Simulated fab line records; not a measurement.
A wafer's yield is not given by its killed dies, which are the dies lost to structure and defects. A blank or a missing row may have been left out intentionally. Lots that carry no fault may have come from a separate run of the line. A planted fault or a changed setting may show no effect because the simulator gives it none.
fab line records	flow n5Finfet
record lots=5	wafers=13	lastDay=21
route steps=1938 shown BEOL_M4@1099 BEOL_M5@1112 BEOL_M9@1401 PASSIVATION@1936
lots with no fault: from the same line, run without faults
startH: hours from the record's first day to the start of the lot's first wafer shown	waitH: hours elapsed since this lot's preceding step	" unchanged from the row above	L1.1+2: one row covering several wafers at once	- value missing, or start not given	* or withheld: withheld	< > ~ a bound
route shown NAME@n: NAME is a module with steps in the file, n the number in the route of the first one	usual: the fault-free wafers' mean and standard deviation	same: alike in all rows	chamber/n: place in a boat	sites: each site's reading	_std_site: how widely they spread, as a standard deviation	_edge_site: the outer-site mean with the inner-site mean subtracted	radiusMm: for every site, how far away it sits from the centre of the wafer	mask NAME#n: copy n	behind: tool/chamber where the wafer was last shaped	hold: why the lot was held/for how many hours/how that ended	device: transistor that didn't switch, given as n, p or np	end of line: tests run on the same wafers once the route is complete	a step with no rows: only its recipe	killed: count of dies lost to structure and defects at first sort (not the wafer's yield)	map: per-die view of a wafer (x killed, . not killed, _ where there is no die)
set.NAME: setting as actually run; set.NAME@STEP: the setting as run at that earlier step	model.NAME: the simulator's own value behind a step, which no gauge read
lots at selected steps of the route; one table per step, one row per wafer
services: the hour from which a tool's chamber was out of use, counted from the record's first day as startH (under 0 if before that day), plus the number of hours and why
## steps
# step N5_BEOL_M4_ANNEAL_95
# recipe tempC=400	timeS=240	ambient=vacuum
# step N5_BEOL_M4_SPUTTER_96
# recipe material=Cu	targetThkA=45	tempC=-20	chamberPressurePa=0.07	powerW=withheld	timeS=8.29
# step N5_BEOL_M4_ECD_50
# recipe material=Cu	targetThkA=3000
# step N5_BEOL_M4_ANNEAL_51
# recipe tempC=225	timeS=90	ambient=N2
# step N5_BEOL_M4_CMP_52
# recipe stopOn=SiOC	tOverpolishS=6.8	downForcePsi=1	platenRpm=50	clearingPlatenDownForcePsi=1.5	clearingPlatenRpm=50	postCmpClean=cuAlkaline	targetThkNm=40	clearingPlatenPadVelocityMS=0.99484	padVelocityMS=0.99484
# step N5_BEOL_M4_PRE_CLEAN_60
# recipe gas=NH3/H2	timeS=15	tempC=*	rfPowerW=300
# step N5_BEOL_M4_CO_CAP_55
# recipe material=Co	targetThkA=20	tempC=200	precursor=CCTBA/H2	pressureTorr=30	timeS=102.1
# step N5_BEOL_M4_PRE_CLEAN_56
# recipe gas=NH3	timeS=15	tempC=withheld	rfPowerW=300
# step N5_BEOL_M4_DEP_57
# recipe material=SiCN	targetThkA=80	tempC=withheld	precursor=3MS/NH3	pressureTorr=3	rfW=202	timeS=14
# step N5_BEOL_M4_RC_MEAS_101
# usual DIBL_N=37.7/2	DIBL_P=37.7/2.3	IOFF_N=0.18/0.039	IOFF_P=0.23/0.042	ION_N=681/12	ION_P=463/8	SS_N=71.9/0.68	SS_P=73.6/0.71	VT_N=248/3.2	VT_P=-249/3.1
lot.wafer	tool	chamber	startH	waitH	DIBL_N[mV/V]	DIBL_P[mV/V]	IOFF_N[nA/um]	IOFF_P[nA/um]	ION_N[uA/um]	ION_P[uA/um]	SS_N[mV/dec]	SS_P[mV/dec]	VT_N[mV]	VT_P[mV]
L351.1	prober-02	0	276.54	0.0	36.3	35.9	0.14	0.19	672	461	71.8	72.8	250	-253
L351.4	"	0	"	"	39.9	39.0	0.21	0.22	679	451	72.2	73.2	248	-250
L351.5	"	0	"	"	39.6	38.8	0.22	0.21	685	454	72.5	73.6	245	-251
L353.1	prober-02	0	281.36	0.0	37.1	38.8	0.19	0.24	686	468	72.3	73.6	247	-249
L353.3	"	0	"	"	40.1	40.5	0.25	0.27	685	462	73.1	74.9	244	-249
L354.1	prober-01	0	305.30	0.0	38.7	38.8	0.22	0.23	690	462	72.8	74.3	246	-248
L354.3	"	0	"	"	36.3	37.4	0.16	0.19	685	465	72.2	73.8	250	-249
L358.2	prober-02	0	323.25	0.2	37.2	38.4	0.23	0.23	688	460	72.1	73.7	244	-251
L358.4	"	0	"	"	32.6	33.4	0.13	0.17	686	460	70.9	72.3	247	-251
L358.6	"	0	"	"	36.5	37.8	0.20	0.22	686	462	72.0	73.3	246	-248
L370.2	prober-02	0	389.25	0.2	33.0	31.6	0.11	0.16	654	450	70.5	72.0	255	-252
L370.3	"	0	"	"	36.0	36.1	0.16	0.22	661	457	71.9	74.1	248	-250
L370.4	"	0	"	"	35.5	35.9	0.17	0.21	680	470	71.7	72.5	249	-246
# step N5_BEOL_M5_ILD_DEP_00
# recipe material=SiCOH_lowk	targetThkA=1406.4	tempC=300	precursor=DEMS/porogen	pressureTorr=5	rfW=500	timeS=25.9
# step N5_BEOL_M5_CURE_79
# recipe tempC=385	timeS=240	ambient=He/Ar	material=SiCOH_lowk
# step N5_BEOL_M5_PECVD_70
# recipe material=SiO2	targetThkA=160	tempC=400	precursor=TEOS/O2	pressureTorr=5.5	rfW=450	teosFlowSccm=53.8	gas=O2	flowSccm=3000	timeS=18
# step N5_BEOL_M5_HM_DEP_02
# recipe material=TiN	targetThkA=200	tempC=25	chamberPressurePa=0.49996
# step N5_BEOL_M5_COAT_59
# recipe resist=SOC	tempC=250	timeS=60	spinRpm=1500	resistThkNm=60
# step N5_BEOL_M5_COAT_60
# recipe resist=SiARC	tempC=220	timeS=60	spinRpm=1500	resistThkNm=12
# step N5_BEOL_M5_COAT_71
# recipe resist=underlayer	tempC=205	timeS=60	spinRpm=1500	resistThkNm=5
# step N5_BEOL_M5_COAT_05
# recipe resist=CAR-EUV	spinRpm=1500	resistThkNm=30
# step N5_BEOL_M5_EBR_07
# recipe solvent=PGMEA	ebrWidthMm=1.5
# step N5_BEOL_M5_SOFTBAKE_06
# recipe tempC=110	timeS=60	resist=CAR-EUV
# step N5_BEOL_M5_EXPOSE_08
# recipe maskId=M5	na=0.33	sourceShape=annular	sigmaInner=0.4	sigmaOuter=0.8	polarization=unpolarized	targetCdNm=28	doseMj=35.75
# step N5_BEOL_M5_PEB_09
# recipe pebTempC=100	pebTimeS=60	resist=CAR-EUV
# step N5_BEOL_M5_DEVELOP_10
# recipe developTimeS=30	developer=TMAH	resist=CAR-EUV	rinseLiquid=surfactantRinse	dry=airSpin	devTempC=23
# step N5_BEOL_M5_DESCUM_16
# recipe chemistry=O2	timeS=7	sourcePowerW=50	biasPowerW=20	pressureMtorr=20	rfFrequencyHz=2.712e+07	tempC=40	resist=CAR-EUV	o2FlowSccm=225
# step N5_BEOL_M5_ETCH_72
# recipe chemistry=N2/H2	target=underlayer	targetDepthA=65	maskMaterial=CAR-EUV	timeS=5.2	ionEnergyEv=200	pressureMtorr=30	sourceW=840	biasW=150	n2FlowSccm=200	h2FlowSccm=200	ends=cleared
# step N5_BEOL_M5_ETCH_61
# recipe chemistry=CF4	target=SiARC	targetDepthA=156	maskMaterial=CAR-EUV	timeS=26	ionEnergyEv=80	pressureMtorr=40	sourceW=545	biasW=36	Ar_flow_sccm=100	cf4FlowSccm=100	ends=cleared
# step N5_BEOL_M5_ETCH_62
# recipe chemistry=N2/H2	target=SOC	targetDepthA=750	overetchA=150	maskMaterial=SiARC	tempC=40	timeS=112.5	ionEnergyEv=200	pressureMtorr=30	sourceW=840	biasW=150	n2FlowSccm=200	h2FlowSccm=200
# step N5_BEOL_M5_STRIP_63
# recipe chemistry=N2/H2	tempC=40	n2FlowSccm=200	h2FlowSccm=200	rfFrequencyHz=6e+07
# step N5_BEOL_M5_STRIP_73
# recipe chemistry=N2/H2	tempC=40	n2FlowSccm=200	h2FlowSccm=200	rfFrequencyHz=6e+07
# step N5_BEOL_M5_STRIP_64
# recipe chemistry=CF4	resist=SiARC	powerW=300	biasPowerW=75	pressureMtorr=50	cf4FlowSccm=150	rfFrequencyHz=6e+07
# step N5_BEOL_M5_HM_OPEN_17
# recipe chemistry=Cl2/BCl3	targetDepthA=200	overetchA=60	target=TiN	maskMaterial=SOC	ionEnergyEv=150	pressureMtorr=10	icpW=1000	biasW=126	Cl2_flow_sccm=53.25	bcl3FlowSccm=21.75	Ar_flow_sccm=25
# step N5_BEOL_M5_STRIP_19
# recipe chemistry=O2	powerW=400	tempC=40	pressureMtorr=30	rfFrequencyHz=6e+07	biasPowerW=0	overashFraction=0.2	o2FlowSccm=225
# step N5_BEOL_M5_COAT_65
# recipe resist=SOC	tempC=250	timeS=60	spinRpm=1500	resistThkNm=60
# step N5_BEOL_M5_COAT_66
# recipe resist=SiARC	tempC=220	timeS=60	spinRpm=1500	resistThkNm=12
# step N5_BEOL_M9_ILD_DEP_00
# recipe material=SiCOH_lowk	targetThkA=3085.1	tempC=300	precursor=DEMS/porogen	pressureTorr=5	rfW=500	timeS=58
# usual chamberPressureTorr=5.000/0.012	heaterPowerW=321/78	runLengthS=100.9/0.58	showerheadPlenumPTorr=5.737/0.018	throttleValvePct=14.1/0.51
lot.wafer	tool	chamber	startH	waitH	chamberPressureTorr	heaterPowerW	runLengthS	showerheadPlenumPTorr	throttleValvePct	model.SiCOH_lowk_of_BEOL_M9_ILD_DEP_00.thkNm
L351.1	pecvd-03	2	324.48	0.0	5.011	374	102.1	5.773	13.3	306.8
L351.4	"	1	"	"	5.009	207	101.1	5.738	14.7	304.8
L351.5	"	2	"	"	5.007	385	101.6	5.750	13.4	312.8
L353.1	pecvd-03	2	324.77	0.0	5.008	330	65.6	5.779	13.6	117.8
L353.3	"	0	"	"	5.003	171	101.7	5.714	14.1	309.6
L354.1	pecvd-03	0	344.74	0.0	4.980	188	65.1	5.744	13.9	118.6
L354.3	"	1	"	"	4.992	224	100.5	5.720	14.5	298.4
L358.2	pecvd-03	1	362.06	0.0	4.997	247	64.1	5.734	14.5	114
L358.4	"	1	"	"	5.000	247	100.6	5.735	14.6	303.4
L358.6	"	2	"	"	4.968	380	102.6	5.774	13.4	306.6
L370.2	pecvd-04	1	431.08	0.0	5.005	347	101.6	5.700	14.7	308.8
L370.3	"	0	"	"	4.987	428	100.3	5.730	14.2	314
L370.4	"	2	"	"	5.018	407	100.0	5.741	13.5	313.6
# step N5_BEOL_M9_THK_MEAS_01
# recipe reads=SiCOH_lowk_of_BEOL_M9_ILD_DEP_00
# usual M9_ILD_THK=268/4.6
lot.wafer	tool	chamber	startH	waitH	M9_ILD_THK[nm]
L351.1	filmMetro-02	-	325.12	0.4	267
L351.4	"	-	"	"	265
L351.5	"	-	"	"	272
L353.1	filmMetro-01	-	325.40	0.4	101
L353.3	"	-	"	"	269
L354.1	filmMetro-01	-	345.33	0.4	102
L354.3	"	-	"	"	259
L358.2	filmMetro-01	-	362.69	0.4	98
L358.4	"	-	"	"	263
L358.6	"	-	"	"	266
L370.2	filmMetro-01	-	431.91	0.4	268
L370.3	"	-	"	"	273
L370.4	"	-	"	"	272
# step N5_BEOL_M9_CMP_52
# recipe stopOn=SiCOH_lowk	tOverpolishS=7	downForcePsi=1	platenRpm=50	clearingPlatenDownForcePsi=1.5	clearingPlatenRpm=50	postCmpClean=cuAlkaline	targetThkNm=140	clearingPlatenPadVelocityMS=0.99484	padVelocityMS=0.99484
# usual motorCurrentA=5.7/0.67
lot.wafer	tool	chamber	startH	waitH	motorCurrentA	model.SiCOH_lowk_of_BEOL_M9_ILD_DEP_00.thkNm
L351.4	cmp-02	3	332.10	0.2	5.6	261.8
L351.1	"	1	"	"	5.2	263.6
L351.5	"	3	"	"	6.0	268.8
L353.1	cmp-01	2	332.80	0.3	5.6	98.2
L353.3	"	3	"	"	5.1	266
L354.1	cmp-02	2	351.82	0.3	4.7	99
L354.3	"	0	"	"	5.1	256.2
L358.2	cmp-02	1	373.06	0.2	5.0	94.8
L358.4	"	2	"	"	4.4	260.4
L358.6	"	1	"	"	5.2	263.2
L370.4	cmp-03	2	437.80	0.1	5.6	269.4
L370.3	"	3	"	"	6.8	269.8
L370.2	"	0	"	"	6.7	265.2
# step N5_PASSIVATION_PROBE_49
# usual defectLimitedYield=91.1/1.4	killed_at_M0_to_M3=34/9.6	killed_at_M4_up=15/5.3	killedAtContacts=12/6.1	killedAtFrontEnd=40/11	killedAtOther=3.5/2.8	killedDies=105/17	killedOnRim=14/4.3	killedOpen=70/12	killedShort=34/7.7	sort_bin_4_leakage=0.01/0.07	sort_bin_5_function=5.2/0.97	sort_bin_6_memory=3.4/0.62	sortNPass=1075/17	sortYieldPct=91.1/1.4
# same grossDies=1180	killedAtBackSide=0	sort_bin_8_speed[%]=0
lot.wafer	tool	chamber	startH	waitH	defectLimitedYield[%]	killed_at_M0_to_M3	killed_at_M4_up	killedAtContacts	killedAtFrontEnd	killedAtOther	killedDies	killedOnRim	killedOpen	killedShort	sort_bin_4_leakage[%]	sort_bin_5_function[%]	sort_bin_6_memory[%]	sortNPass	sortYieldPct[%]
L351.1	prober-01	-	392.26	0.0	90.9	40	21	19	27	0	107	13	74	32	0	5.7	3.0	1073	90.9
L351.4	prober-01	-	392.41	0.2	91.5	29	10	26	35	0	100	9	64	36	0	4.6	3.5	1080	91.5
L351.5	prober-01	-	392.46	0.2	89.1	46	22	12	49	0	129	16	78	50	0	6.9	3.8	1051	89.1
L353.1	prober-01	-	403.39	0.0	0.4	32	1064	16	58	5	1175	151	88	40	0	6.0	4.6	5	0.4
L354.1	prober-01	-	412.19	0.0	0.3	53	1043	35	42	4	1177	152	85	44	0	6.6	3.9	3	0.3
L354.3	prober-01	-	412.29	0.1	89.1	38	14	15	56	6	129	16	89	40	0	6.4	4.1	1051	89.1
L358.2	prober-01	-	435.78	0.1	0	31	1098	12	35	4	1180	152	68	28	0	4.7	3.3	0	0
L358.4	prober-01	-	435.88	0.2	92.8	35	15	5	27	3	85	14	58	27	0	4.7	2.5	1095	92.8
L358.6	prober-01	-	435.98	0.3	93.1	41	8	5	25	2	81	11	61	19	0	4.2	2.6	1099	93.1
# killed by level:class
L351.1 BEOL_M4:geometricParticle:open=16 MOL_CONTACT_COAG:geometricParticle:open=13 BEOL_M0_SAQP:geometricParticle:open=10 BEOL_M0_SAQP:geometricParticle:short=7 FIN_SAQP:geometricParticle:open=6 MOL_CONTACT_COAG:geometricParticle:short=6 BEOL_M1:geometricParticle:open=6 BEOL_M2:geometricParticle:open=6
L351.4 MOL_CONTACT_COAG:geometricParticle:open=18 STI_FIN_REVEAL:geometricParticle:open=12 BEOL_M3:geometricParticle:open=11 MOL_CONTACT_COAG:geometricParticle:short=8 BEOL_M0_SAQP:geometricParticle:short=8 FIN_SAQP:geometricParticle:open=4 FIN_SAQP:geometricParticle:short=4 BEOL_M0_SAQP:geometricParticle:open=4
L351.5 BEOL_M0_SAQP:geometricParticle:short=12 BEOL_M0_SAQP:geometricParticle:open=12 BEOL_M4:geometricParticle:open=12 STI_FIN_REVEAL:geometricParticle:open=11 MOL_CONTACT_COAG:geometricParticle:open=9 FIN_SAQP:geometricParticle:open=7 BEOL_M3:geometricParticle:open=6 STARTING-WAFER:geometricParticle:open=6
L353.1 BEOL_M9:areaDep=1044 FIN_SAQP:geometricParticle:open=24 MOL_CONTACT_COAG:geometricParticle:open=14 FIN_SAQP:geometricParticle:short=12 BEOL_M2:geometricParticle:open=9 BEOL_M0_SAQP:geometricParticle:open=7 ILD0:geometricParticle:short=5 BEOL_M5:geometricParticle:open=5
L354.1 BEOL_M9:areaDep=1036 MOL_CONTACT_COAG:geometricParticle:open=24 BEOL_M0_SAQP:geometricParticle:open=18 HKMG_FIN:areaEtch=12 MOL_CONTACT_COAG:geometricParticle:short=11 BEOL_M0_SAQP:geometricParticle:short=9 BEOL_M3:geometricParticle:open=7 DUMMY_GATE:geometricParticle:open=6
L354.3 STI_FIN_REVEAL:geometricParticle:open=16 FIN_SAQP:geometricParticle:open=14 MOL_CONTACT_COAG:geometricParticle:open=14 BEOL_M0_SAQP:geometricParticle:open=13 BEOL_M0_SAQP:geometricParticle:short=12 FIN_SAQP:geometricParticle:short=6 BEOL_M4:geometricParticle:open=6 GATE_CUT:geometricParticle:short=5
L358.2 BEOL_M9:areaDep=1083 MOL_CONTACT_COAG:geometricParticle:open=9 BEOL_M3:geometricParticle:open=9 BEOL_M2:geometricParticle:open=7 BEOL_M5:geometricParticle:open=7 STARTING-WAFER:geometricParticle:open=6 FIN_SAQP:geometricParticle:short=5 DUMMY_GATE:geometricParticle:open=5
L358.4 BEOL_M2:geometricParticle:open=10 FIN_SAQP:geometricParticle:open=8 BEOL_M3:geometricParticle:open=7 BEOL_M0_SAQP:geometricParticle:short=6 BEOL_M4:geometricParticle:open=6 FIN_SAQP:geometricParticle:short=5 DUMMY_GATE:geometricParticle:open=5 MOL_CONTACT_COAG:geometricParticle:open=5
L358.6 BEOL_M3:geometricParticle:open=12 BEOL_M2:geometricParticle:open=9 BEOL_M0_SAQP:geometricParticle:open=8 FIN_SAQP:geometricParticle:short=6 FIN_SAQP:geometricParticle:open=5 MOL_CONTACT_COAG:geometricParticle:open=5 BEOL_M3:geometricParticle:short=5 BEOL_M4:geometricParticle:open=5
# map L353.1 (x killed, . not)
_________________xxxxxxxxxxxx________________
______________xxxxxxxxxxxxxxxxxx_____________
___________xxxxxxxxxxxxxxxxxxxxxxxx__________
__________xxxxxxxxxxxxxxxxxxxxxxxxxx_________
________xxxxxxxxxxxxxxxxxxxxxxxxxxxxxx_______
_______xxxxxxxxxxxxxxxxxxxxxxxxxxxxxxxx______
______xxxxxxxxxxxxxxxxxxxxxxxxxxxxx.xxxx_____
_____xxxxxxxxxxxxxxxxxxxxxxxxxxxxxxxxxxxx____
____xxxxxxxxxxxxxxxxxxxxxxxxxxxxxxxxxxxxxx___
___xxxxxxxxxxxxxxxxxxxxxxxxxxxxxxxxxxxxxxxx__
___xxxxxxxxxxxxxxxxxxxxxxxxxxxxxxxxxxxxxxxx__
__xxxxxxxxxxxxxxxxxxxxxxxxxxxxxxxxxxxxxxxxxx_
__xxxxxxxxxxxxxxxxxxxxxxxxxxxxxxxxxxxxxxxxxx_
_xxxxxxxxxxxxxxxxxxxxxxxxxxxxxxxxxxxxxxxxxxxx
_xxxxxxxxxxxxxxxxxxxxxxxxxxxxxxxxxxxxxxxxxxxx
_xxxxxxxxxxxxxxxxxxxxxxxxxxxxxxxxxxxxxxxxxxxx
_xxxxxxxxxxxxxxxxxxxxxxxxxxxxxxxxxxxxxxxxxxxx
_xxxxxxxxxxxxxxxxxxxxxxxxxxxxxxxxxxxxxxxxxxxx
_xxxxxxxxxxxxxxxxxxxxxxxxxxxxxxxxxxxxxxxxxxxx
_xxxxxxxxxxxxxxxxxxxxxxxxxxxxxxxxxxxxxxxxxxxx
_xxxxxxxxxxxxxxxxxxxxxxxxxxxxxxxxxxxxxxxxxxx.
__xxxxxxxxxxxxxxxxxxxxxxxxxxxxxxxxxxxxxxxxxx_
__xxxxxxxxxxxxxxxxxxxxxxxxxxxxxxxxxxxxxxxxxx_
___xxxxxxxxxxxxxxxxxxxxxxxxxxxxxxxxxx.xxxxx__
___xxxxxxxxxxxxxxxxxxxxxxxxxxxxxxxxxxxxxxxx__
____xxxxxxxxxxxxxxxxxxxx.xxxxxxxxxxxxxxxxx___
_____xxxxxxxxxxxxxxxxxxxxxxxxxxxxxxxxxxxx____
______xxxxxxxxxxxxxxxxxxxxxxxxxxxxxxxxxx_____
_______xxxxxxxxxxxxxxxxxxx.xxxxxxxxxxxx______
________xxxxxxxxxxxxxxxxxxxxxxxxxxxxxx_______
__________xxxxxxxxxxxxxxxxxxxxxxxxxx_________
___________xxxxxxxxxxxxxxxxxxxxxxxx__________
______________xxxxxxxxxxxxxxxxxx_____________
_________________xxxxxxxxxxxx________________
# map L354.1 (x killed, . not)
_________________xxxxxxxxxxxx________________
______________xxxxxxxxxxxxxxxxxx_____________
___________xxxxxxxxxxxxxxxxxxxxxxxx__________
__________xxxxxxxxxxxxxxxxxxxxxxxxxx_________
________xxxxxxxxxxxxxxxxxxxxxxxxxxxxxx_______
_______xxxxxxxxxxxxxxxxxxxxxxxxxxxxxxxx______
______xxxxxxxxxxxxxxxxxxxxxxxxxxxxxxxxxx_____
_____xxxxxxxxxxxxxxxxxxxxxxxxxxxxxxxxxxxx____
____xxxxxxxxxxxxxxxxxxxxxxxxxxxxxxxx.xxxxx___
___xxxxxxxxxxxxxxxxxxxxxxxxxxxxxxxxxxxxxxxx__
___xxxxxxxxxxxxxxxxxxxxxxxxxxxxxxxxxxxxxxxx__
__xxxxxxxxxxxxxxxxxxxxxxxxxxxxxxxxxxxxxxxxxx_
__xxxxxxxxxxxxxxxxxxxxxxxxxxxxxxxxxxxxxxxxxx_
_xxxxxxxxxxxxxxxxxxxx.xxxxxxxxxxxxxxxxxxxxxxx
_xxxxxxxxxxxxxxxxxxxxxxxxxxxxxxxxxxxxxxxxxxxx
_xxxxxxxxxxxxxxxxxxxxxxxxxxxxxxxxxxxxxxxxxxxx
_xxxxxxxxxxxxxxxxxxxxxxxxxxxxxxxxxxxxxxxxxxxx
_xxxxxxxxxxxxxxxxxxxxxxxxxxxxxxxxxxxxxxxxxxxx
_xxxxxxxxxxxxxxxxxxxx.xxxxxxxxxxxxxxxxxxxxxxx
_xxxxxxxxxxxxxxxxxxxxxxxxxxxxxxxxxxxxxxxxxxxx
_xxxxxxxxxxxxxxxxxxxxxxxxxxxxxxxxxxxxxxxxxxxx
__xxxxxxxxxxxxxxxxxxxxxxxxxxxxxxxxxxxxxxxxxx_
__xxxxxxxxxxxxxxxxxxxxxxxxxxxxxxxxxxxxxxxxxx_
___xxxxxxxxxxxxxxxxxxxxxxxxxxxxxxxxxxxxxxxx__
___xxxxxxxxxxxxxxxxxxxxxxxxxxxxxxxxxxxxxxxx__
____xxxxxxxxxxxxxxxxxxxxxxxxxxxxxxxxxxxxxx___
_____xxxxxxxxxxxxxxxxxxxxxxxxxxxxxxxxxxxx____
______xxxxxxxxxxxxxxxxxxxxxxxxxxxxxxxxxx_____
_______xxxxxxxxxxxxxxxxxxxxxxxxxxxxxxxx______
________xxxxxxxxxxxxxxxxxxxxxxxxxxxxxx_______
__________xxxxxxxxxxxxxxxxxxxxxxxxxx_________
___________xxxxxxxxxxxxxxxxxxxxxxxx__________
______________xxxxxxxxxxxxxxxxxx_____________
_________________xxxxxxxxxxxx________________
## services
tool	chamber	startH	hours	kind
pecvd-04	1	306.59	4.1	repair
cmp-01	-	323.84	4.0	pm
pecvd-04	-	324.90	0.8	repair
cmp-01	-	327.84	-	consumableReplace:conditioner
cmp-01	-	327.84	-	consumableReplace:pad
cmp-03	-	340.41	4.6	repair
pecvd-04	2	355.79	2.1	scheduledDown
pecvd-04	-	364.73	5.5	pm
cmp-03	-	372.88	3.3	repair
pecvd-04	2	373.85	5.0	scheduledDown
cmp-01	-	380.94	0.4	repair
cmp-02	-	395.74	0.8	repair
cmp-01	-	410.01	7.3	pm
pecvd-04	0	414.13	6.0	repair
cmp-01	-	422.39	0.8	repair
cmp-02	-	427.15	0.5	repair
## key
firstSign step=N5_BEOL_M9_ILD_DEP_00	reading=runLengthS	direction=down	sigmas=62	usual=*	struck=*
effect step=N5_BEOL_M9_THK_MEAS_01	reading=M9_ILD_THK	direction=down	sigmas=36	usual=268	struck=100
effect step=N5_PASSIVATION_PROBE_49	reading=killed_at_M4_up	direction=up	sigmas=99+	usual=15	struck=1068
modelEffect step=N5_BEOL_M9_ILD_DEP_00	value=SiCOH_lowk_of_BEOL_M9_ILD_DEP_00.thkNm	without=305.2	struck=116.8
modelEffect step=N5_BEOL_M9_CMP_52	value=SiCOH_lowk_of_BEOL_M9_ILD_DEP_00.thkNm	without=262.1	struck=97.33
moreKillsBornAt N5_BEOL_M9_ILD_DEP_00@pecvd-03=3163
metAt N5_BEOL_M9_ILD_DEP_00
struckWafers L353.1,L354.1,L358.2
laterRowsLeftOut L353.1,L354.1,L358.2
baselineLoss step=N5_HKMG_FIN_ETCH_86	wafers=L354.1
onsetBetween 324.48 324.77
fault kind=processParameterDrift	tool=pecvd-03	chamber=-	onsetH=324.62	steps=N5_BEOL_M9_ILD_DEP_00	channel=timeS	offset=*	shape=step	endH=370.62	scope=struckWafersOnly	actsIn=*	stated=*
# laterRowsLeftOut: the simulator's readings of these wafers behind a module that went badly wrong aren't trusted and aren't shown, but for the sort
# baselineLoss: these wafers lose ten dies or more at that step, a loss of the line's own and not of a fault; the sort's usual values leave them out
